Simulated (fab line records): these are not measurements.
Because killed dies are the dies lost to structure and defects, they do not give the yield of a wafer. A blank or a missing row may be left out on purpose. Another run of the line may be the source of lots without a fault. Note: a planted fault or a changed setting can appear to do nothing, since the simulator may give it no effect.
The same fault as seen by 2 desks -- flow n5Finfet -- each desk has only its own numbers; what lay behind them comes last

THE METROLOGY DESK
What the gauges read, lot by lot, whatever tool the lot ran on: means of the sampled wafers that have a number. The brackets show how far a lot's mean lies from the usual mean; more than 4 standard deviations puts the lot out of limits, marked OUT.
Columns: A = trenchDepthNm at N5_BEOL_M8_OCD_MEAS_38, usual 93.9 nm; B = cdNm at N5_BEOL_M8_CD_MEAS_35, usual 39.9 nm
lot,first seen here,A,B
L907,day 9 08:22,94.1,39.3
L909,day 10 18:36,92.9,39.8
L911,day 11 05:10,92.7,40.8
L912,day 11 14:13,93.9,40.0
L922,day 13 21:39,90.6,39.5
L926,day 14 18:13,94.2,39.2
This desk's finding: nothing out of limits on any of the 6 lots.

TOOL OWNER'S DESK, aldMetal-01
The tool's own readings at N5_BEOL_M8_ALD_77 (deposits TaN, target thk 2 nm, pulse time 2 s, purge time 3 s): means of the sampled wafers that have a number, for each lot that ran on this tool. The brackets show how far a lot's mean lies from the usual mean; more than 4 standard deviations puts the lot out of limits, marked OUT.
Columns: A = heaterPowerW at N5_BEOL_M8_ALD_77, usual 427 W; B = susceptorTempC at N5_BEOL_M8_ALD_77, usual 275.01 C
lot,first seen here,A,B
L912,day 11 15:22,454,274.96
L922,day 13 22:34,416,266.00 (-50) OUT
L926,day 14 18:54,435,270.57 (-25) OUT
This desk's verdict: out of limits on L922, L926, starting with L922 at day 13 22:34 (susceptorTempC at N5_BEOL_M8_ALD_77). Within limits: L912.

BROUGHT TOGETHER
The tool owner's desk had the chance to raise an alarm at day 13 22:34 on L922, L926.
At the metrology desk, nothing out of limits was observed.
The metrology desk holds a record of L922, L926, inside its limits.
N5_BEOL_M8_ALD_77 was run on aldMetal-01 by each of the lots named.

WHAT THE SIMULATOR PUT IN
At N5_BEOL_M8_ALD_77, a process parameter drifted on aldMetal-01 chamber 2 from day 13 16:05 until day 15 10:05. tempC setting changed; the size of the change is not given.
Struck lots among those shown: L922, L926.
Time in hours from fault onset to the first out-of-limits reading at each desk: the tool owner's desk, 6.
